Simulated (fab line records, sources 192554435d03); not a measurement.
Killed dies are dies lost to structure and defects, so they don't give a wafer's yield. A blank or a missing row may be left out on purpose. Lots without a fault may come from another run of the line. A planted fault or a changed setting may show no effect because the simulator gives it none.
Chamber matching | flow n5_finfet | N5_BEOL_M0_ALD_136 on ald_metal-02: 4 sister chambers
The step deposits TaN, pulse time 2 s, purge time 3 s, co reactant purge time 2 s. 4 wafers are shown with their chamber, then 9 later ones without.

WAFERS WITH THEIR CHAMBER
wafer  | chamber | heater_power_w (W)
L084.5 | 2       | 394
L089.3 | 1       | 397
L089.4 | 0       | 430
L089.6 | 3       | 383

WAFERS WITHOUT THEIR CHAMBER
wafer  | heater_power_w (W)
L091.3 | 427
L091.5 | 376
L091.6 | 394
L093.3 | 428
L093.4 | 435
L093.6 | 403
L092.1 | 374
L092.3 | 434
L092.5 | 404

WHICH CHAMBER EACH WENT THROUGH
wafer  | from the rows above     | in truth
L091.3 | 0                       | 0
L091.5 | 3                       | 3
L091.6 | can't be placed: 2 or 1 | 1
L093.3 | 0                       | 0
L093.4 | 0                       | 0
L093.6 | can't be placed: 1 or 2 | 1
L092.1 | 3                       | 3
L092.3 | 0                       | 0
L092.5 | can't be placed: 1 or 2 | 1
Placed correctly: 6 of 9. Can't be placed from these rows: 3 (the true chamber is among the candidates in 3). Placed wrongly: 0.
How it was worked out, from the rows above alone: a wafer's distance from a chamber is the root of the sum, over the readings, of the square of ((its reading less the chamber's mean) divided by the reading's scatter). The wafer belongs to the nearest chamber; if the next one is less than 2 further off, it can't be placed. A chamber's mean is the mean of its shown wafers. The scatter: with one shown wafer a chamber, the root of the mean of the squares of how far each hidden wafer lies from its nearest shown one.
